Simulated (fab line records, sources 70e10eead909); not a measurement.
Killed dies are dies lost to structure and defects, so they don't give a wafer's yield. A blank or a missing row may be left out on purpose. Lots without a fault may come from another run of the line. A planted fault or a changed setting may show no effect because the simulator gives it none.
fab line records | flow nand_harc
record lots=13 wafers=39 last_day=34
route steps=1302 shown A_CHANNEL_HOLE_D2@583 A_CHANNEL_FILL_D2@613 END@1302
lots that met no fault: from a run of the same line without faults
start_h: hours from the record's first day to the start of the lot's first wafer shown | wait_h: hours since the lot's step before | " the same as in the row above | L1.1+2: a row that stands for several wafers | - no value, or no start given | * or withheld: withheld | < > ~ a bound
route shown NAME@n: a module of which the file shows steps, and the number in the route of the first | usual: mean/standard deviation of fault-free wafers | same: alike in all rows | chamber/n: place in a boat | sites: the reading at each site | _std_site: their standard deviation | _edge_site: outer sites' mean less inner sites' | radius_mm: how far each site lies from the wafer's centre | mask NAME#n: copy n | behind: the tool/chamber that last shaped the wafer | hold: why the lot was held/for how many hours/how that ended | device: the transistor (n, p or np) that didn't switch | end of line: the same wafers' tests at the end of the route | a step without rows: its recipe alone | killed: dies lost to structure and defects at the first sort, not the wafer's yield | map: a wafer's dies, x killed, . not, _ none there
set.NAME: the setting as run; set.NAME@STEP: as run at that earlier step | model.NAME: the simulator's own value behind a step, which no gauge read
steps of the route over a sample of lots; a table a step, a row a wafer
services: from which hour (start_h, from the record's first day; less than 0 if before it) a tool's chamber was out of use, for how many hours, and why
## steps
# step NHARC_A_CHANNEL_HOLE_D2_OVL_MEAS_11
# usual overlay_x_nm=-0.2/0.84 overlay_y_nm=-0.1/0.76
# columns lot.wafer tool chamber start_h wait_h overlay_x_nm overlay_y_nm
L372.2 overlay-01 - 290.25 - 0.1 -0.6
L372.4 " - " " -0.2 -0.3
L372.5 " - " " 0.4 -0.2
L373.2 overlay-02 - 304.32 - -1.3 -0.8
L373.3 " - " " -1.3 -1.0
L373.5 " - " " -1.3 -0.2
L374.1 overlay-01 - 320.00 - 0.3 -0.1
L374.2 " - " " 0.4 0.3
L374.4 " - " " 0.1 0.9
L376.2 overlay-01 - 337.19 - 1.3 0.5
L376.3 " - " " 1.8 -0.2
L376.6 " - " " 0.8 -0.1
L378.3 overlay-02 - 356.59 - -1.4 1.2
L378.4 " - " " -1.3 0.8
L378.6 " - " " -0.8 1.1
L379.1 overlay-01 - 367.94 - 0.8 -0.7
L379.5 " - " " 0.3 -1.1
L379.6 " - " " 0.3 -1.0
L380.2 overlay-01 - 375.95 - 0.1 -0.8
L380.5 " - " " 0.3 -0.8
L380.6 " - " " 0.3 -1.3
L381.1 overlay-01 - 385.29 - -0.1 0.8
L381.4 " - " " -1.3 1.0
L381.6 " - " " -0.8 0.4
L390.1 overlay-02 - 471.98 - 0.5 0.6
L390.2 " - " " 0.4 0.5
L390.6 " - " " 0.6 -0.2
L391.2 overlay-01 - 481.22 - -0.6 -0.2
L391.3 " - " " 0.1 0.5
L391.4 " - " " -0.1 0.6
L392.1 overlay-01 - 514.65 - 0.7 0.3
L392.2 " - " " 1.2 0.8
L392.5 " - " " 0.4 -0.1
L394.1 overlay-02 - 519.93 - -0.4 0.0
L394.3 " - " " -0.6 0.3
L394.4 " - " " -0.7 -1.0
L395.2 overlay-01 - 535.72 - 0.4 0.1
L395.5 " - " " 0.2 0.7
L395.6 " - " " 0.1 -0.5
# step NHARC_A_CHANNEL_HOLE_D2_ETCH_21
# recipe bias_v=3000 source_w=withheld pressure_mtorr=20 time_s=514.3 ar_flow_sccm=375 c4f8_flow_sccm=89.3 o2_flow_sccm=35.7 temp_c=-20 target_depth_a=16000 chemistry=C4F8/O2/Ar
# usual drypump_motor_current_A=5.59/0.29 showerhead_plenum_p_Torr=3.58/0.2 throttle_valve_pct=32.156/0.0094
# columns lot.wafer tool chamber start_h wait_h drypump_motor_current_A rf_hours_counter_h showerhead_plenum_p_Torr throttle_valve_pct
L372.2 har_etch-01 1 293.46 0.3 5.52 154 3.48 32.162
L372.4 " 0 " " 5.29 - 3.52 32.164
L372.5 " 1 " " 5.52 - 3.48 32.151
L373.2 har_etch-02 0 308.70 0.3 6.07 348 3.53 32.152
L373.3 " 0 " " 6.08 - 3.53 32.155
L373.5 " 0 " " 6.03 - 3.53 32.165
L374.1 har_etch-02 0 322.13 0.5 6.10 360 3.53 32.174
L374.2 " 0 " " 6.06 - 3.53 32.167
L374.4 " 0 " " 6.08 - 3.53 32.171
L376.2 har_etch-02 0 338.98 0.3 6.05 371 3.52 32.179
L376.3 " 0 " " 6.08 - 3.52 32.161
L376.6 " 1 " " 5.58 - 3.45 32.160
L378.3 har_etch-02 1 362.17 0.3 5.59 - 3.44 32.172
L378.4 " 0 " " 6.10 - 3.51 32.164
L378.6 " 1 " " 5.58 - 3.44 32.160
L379.1 har_etch-01 1 369.73 0.3 5.52 195 3.46 32.154
L379.6 " 0 " " 5.29 - 3.50 32.176
L379.5 " 1 " " 5.51 - 3.46 32.144
L380.2 har_etch-01 0 378.29 0.3 5.28 203 3.49 32.162
L380.5 " 1 " " 5.51 - 3.45 32.156
L380.6 " 0 " " 5.30 - 3.49 32.150
L381.1 har_etch-01 1 390.88 0.3 5.51 214 3.45 32.161
L381.4 " 1 " " 5.51 - 3.45 32.163
L381.6 " 0 " " 5.29 - 3.49 32.166
L390.1 har_etch-02 1 473.69 0.3 5.59 46 3.91 32.163
L390.2 " 0 " " 6.09 46 3.91 32.156
L390.6 " 0 " " 6.09 - 3.91 32.160
L391.2 har_etch-01 0 484.72 0.3 5.29 272 3.46 32.168
L391.4 " 0 " " 5.30 - 3.46 32.160
L391.3 " 1 " " 5.50 - 3.42 32.164
L392.1 har_etch-01 1 516.36 0.3 5.52 283 3.41 32.146
L392.2 " 0 " " 5.29 283 3.45 32.161
L392.5 " 0 " " 5.29 - 3.45 32.152
L394.1 har_etch-01 0 521.70 0.3 5.27 287 3.45 32.146
L394.3 " 1 " " 5.55 - 3.41 32.154
L394.4 " 0 " " 5.26 - 3.45 32.155
L395.2 har_etch-01 0 539.03 0.3 5.29 299 3.44 32.149
L395.6 " 1 " " 5.51 - 3.40 32.147
L395.5 " 0 " " 5.29 - 3.44 32.154
# step NHARC_A_CHANNEL_HOLE_D2_INSPECT_40
# usual raw_defect_count=290/94
# columns lot.wafer tool chamber start_h wait_h raw_defect_count
L372.2 defect_inspect-01 - 298.75 - 323
L372.4 " - " " 233
L372.5 " - " " 393
L373.2 defect_inspect-02 - 313.93 - 380
L373.3 " - " " 429
L373.5 " - " " 309
L374.1 defect_inspect-02 - 331.15 - 258
L374.2 " - " " 320
L374.4 " - " " 367
L376.2 defect_inspect-02 - 344.28 - 192
L376.3 " - " " 252
L376.6 " - " " 217
L378.3 defect_inspect-02 - 367.30 - 360
L378.4 " - " " 433
L378.6 " - " " 393
L379.1 defect_inspect-02 - 374.95 - 403
L379.5 " - " " 474
L379.6 " - " " 205
L380.2 defect_inspect-02 - 383.51 - 160
L380.5 " - " " 220
L380.6 " - " " 217
L381.1 defect_inspect-02 - 396.07 - 265
L381.4 " - " " 282
L381.6 " - " " 338
L390.1 defect_inspect-01 - 478.96 - 265
L390.2 " - " " 266
L390.6 " - " " 207
L391.2 defect_inspect-01 - 490.01 - 269
L391.3 " - " " 346
L391.4 " - " " 299
L392.1 defect_inspect-01 - 521.63 - 291
L392.2 " - " " 623
L392.5 " - " " 329
L394.1 defect_inspect-02 - 526.92 - 453
L394.3 " - " " 312
L394.4 " - " " 567
L395.2 defect_inspect-02 - 544.37 - 263
L395.5 " - " " 376
L395.6 " - " " 520
# step NHARC_A_CHANNEL_FILL_D2_ALD_03
# recipe target_thk_a=60 pulse_time_s=60 ald_cycles=58 temp_c=630 pressure_torr=2 material=SiNx
# usual precursor_pulse_height_rel=1.003/0.02 susceptor_temp_C=630.05/0.27
# columns lot.wafer tool chamber start_h wait_h precursor_pulse_height_rel susceptor_temp_C
L372.2 ald_sin_batch-01 0 302.38 - 0.984 630.01
L372.4 " 0 " " 0.985 630.43
L372.5 " 0 " " 1.019 630.35
L373.2 ald_sin_batch-01 0 317.55 - 1.031 -
L373.3 " 0 " " 0.998 -
L373.5 " 0 " " 0.998 -
L374.1 ald_sin_batch-01 0 333.61 - 1.014 -
L374.2 " 0 " " 1.007 -
L374.4 " 0 " " 1.007 -
L376.2 ald_sin_batch-03 0 347.92 - 1.037 629.87
L376.3 " 0 " " 1.017 630.09
L376.6 " 0 " " 1.010 630.21
L378.3 ald_sin_batch-01 0 370.92 - 1.000 629.59
L378.4 " 0 " " 1.006 629.84
L378.6 " 0 " " 1.013 629.95
L379.1 ald_sin_batch-03 0 378.64 - 1.022 607.18
L379.5 " 0 " " 0.996 606.81
L379.6 " 0 " " 1.031 607.44
L380.2 ald_sin_batch-01 0 387.17 - 1.005 630.21
L380.5 " 0 " " 1.003 630.36
L380.6 " 0 " " 1.011 630.34
L381.1 ald_sin_batch-03 0 399.96 - 0.998 607.72
L381.4 " 0 " " 0.984 607.34
L381.6 " 0 " " 1.012 607.42
L390.1 ald_sin_batch-01 0 481.79 - 0.944 -
L390.2 " 0 " " 0.991 -
L390.6 " 0 " " 1.030 -
L391.2 ald_sin_batch-01 0 494.08 - 0.982 630.43
L391.3 " 0 " " 0.987 630.29
L391.4 " 0 " " 0.961 630.17
L392.1 ald_sin_batch-02 0 531.73 - 1.007 630.24
L392.2 " 0 " " 1.034 630.26
L392.5 " 0 " " 0.995 629.83
L394.1 ald_sin_batch-02 0 531.73 - 1.025 630.47
L394.3 " 0 " " 1.006 630.43
L394.4 " 0 " " 1.022 630.12
L395.2 ald_sin_batch-03 0 548.00 - 0.983 -
L395.5 " 0 " " 1.007 -
L395.6 " 0 " " 0.991 -
# step NHARC_END_SORT_01
# recipe temp_c=25
# usual killed_at_array=52/17 killed_at_other=0.9/1.2 killed_at_periphery=3.9/2.7 killed_dies=57/16 killed_open=3.3/1.9 killed_short=2.5/1.5
# same gross_dies=677
# columns lot.wafer tool chamber start_h wait_h killed_at_array killed_at_other killed_at_periphery killed_dies killed_open killed_short
L381.1 prober-02 0 654.81 2.5 57 3 6 66 3 2
L381.4 prober-02 0 657.23 3.4 48 2 5 55 4 1
L381.6 prober-02 0 658.83 4.0 55 2 5 62 3 2
L391.2 prober-01 0 765.24 2.8 81 1 5 87 1 4
L391.3 prober-01 0 766.03 3.1 62 1 6 69 5 1
L391.4 prober-01 0 766.82 3.4 79 0 6 85 4 3
# killed by level:class
L381.1 A_CHANNEL_HOLE_D1:chamber_film_flake=35 A_CONTACT:chamber_film_flake=9 A_CHANNEL_HOLE_D2:chamber_film_flake=7 A_SLIT:chamber_film_flake=3 THIN_TSV:chamber_film_flake=3 P_CONTACT:geometric_particle:open=2 P_STI:chamber_film_flake=2 P_M0:geometric_particle:open=1
L381.4 A_CHANNEL_HOLE_D1:chamber_film_flake=30 A_CHANNEL_HOLE_D2:chamber_film_flake=7 A_CONTACT:chamber_film_flake=7 P_STI:chamber_film_flake=3 THIN_TSV:chamber_film_flake=2 P_GATE:geometric_particle:open=1 P_CONTACT:geometric_particle:open=1 A_ONON_D1:geometric_particle:open=1
L381.6 A_CHANNEL_HOLE_D1:chamber_film_flake=29 A_CHANNEL_HOLE_D2:chamber_film_flake=12 A_CONTACT:chamber_film_flake=6 P_STI:chamber_film_flake=4 A_CHANNEL_FILL_D1:chamber_film_flake=2 THIN_TSV:chamber_film_flake=2 A_ONON_D1:geometric_particle:open=1 A_DECK1_JOINT:geometric_particle:short=1
L391.2 A_CHANNEL_HOLE_D1:chamber_film_flake=31 A_CHANNEL_HOLE_D2:chamber_film_flake=23 A_SLIT:chamber_film_flake=14 A_CONTACT:chamber_film_flake=6 P_STI:chamber_film_flake=3 A_WL_FILL:chamber_film_flake=3 A_ONON_D1:geometric_particle:short=2 P_M1:geometric_particle:short=1
L391.3 A_CHANNEL_HOLE_D1:chamber_film_flake=34 A_CONTACT:chamber_film_flake=9 A_CHANNEL_HOLE_D2:chamber_film_flake=8 P_GATE:chamber_film_flake=3 A_SLIT:chamber_film_flake=3 P_M2:chamber_film_flake=2 A_WL_FILL:chamber_film_flake=2 A_CHANNEL_FILL_D1:geometric_particle:open=1
L391.4 A_CHANNEL_HOLE_D1:chamber_film_flake=36 A_CHANNEL_HOLE_D2:chamber_film_flake=20 A_SLIT:chamber_film_flake=14 A_CONTACT:chamber_film_flake=5 P_CONTACT:geometric_particle:short=1 P_M0:geometric_particle:short=1 P_M0:geometric_particle:open=1 P_M1:geometric_particle:open=1
## services
# columns tool chamber start_h hours kind
har_etch-02 1 312.38 - consumable_replace:focus_ring
har_etch-02 1 312.38 17.0 scheduled_down
har_etch-02 1 312.38 17.0 vent_cycle
har_etch-02 - 377.19 17.0 pm
har_etch-02 0 377.19 17.0 vent_cycle
har_etch-02 1 377.19 17.0 vent_cycle
har_etch-02 0 394.19 - clean
har_etch-02 0 394.19 - consumable_replace:focus_ring
har_etch-02 0 394.19 - consumable_replace:showerhead
har_etch-02 1 394.19 - clean
har_etch-02 1 394.19 - consumable_replace:showerhead
ald_sin_batch-03 - 498.33 40.1 repair
ald_sin_batch-01 - 506.00 26.0 pm
ald_sin_batch-02 - 507.15 21.0 repair
har_etch-02 - 529.88 2.6 repair
ald_sin_batch-02 - 547.07 2.9 repair
## key
first_sign step=NHARC_A_CHANNEL_FILL_D2_ALD_03 reading=susceptor_temp_C direction=down sigmas=85 usual=* struck=*
effect none on later readings
met_at NHARC_A_CHANNEL_FILL_D2_ALD_03
struck_lots L379,L381
tester_left_out L379,L381
not_acting_at NHARC_A_CHANNEL_HOLE_D2_OVL_MEAS_11,NHARC_A_CHANNEL_HOLE_D2_ETCH_21,NHARC_A_CHANNEL_HOLE_D2_INSPECT_40
onset_between 347.92 378.64
fault kind=process_parameter_drift tool=ald_sin_batch-03 chamber=- onset_h=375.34 steps=NHARC_A_CHANNEL_FILL_D1_ALD_03,NHARC_A_CHANNEL_FILL_D1_ALD_15,NHARC_A_CHANNEL_FILL_D2_ALD_03,NHARC_A_CHANNEL_FILL_D2_ALD_15 channel=temp_c offset=* shape=step end_h=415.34 stated=*
# tester_left_out: of these lots the tester's yield and bins aren't shown, on N5 and GAA mostly nor the transistor test; their killed dies are dies lost to structure and defects alone, not to doping, threshold or leakage, so they don't give the yield
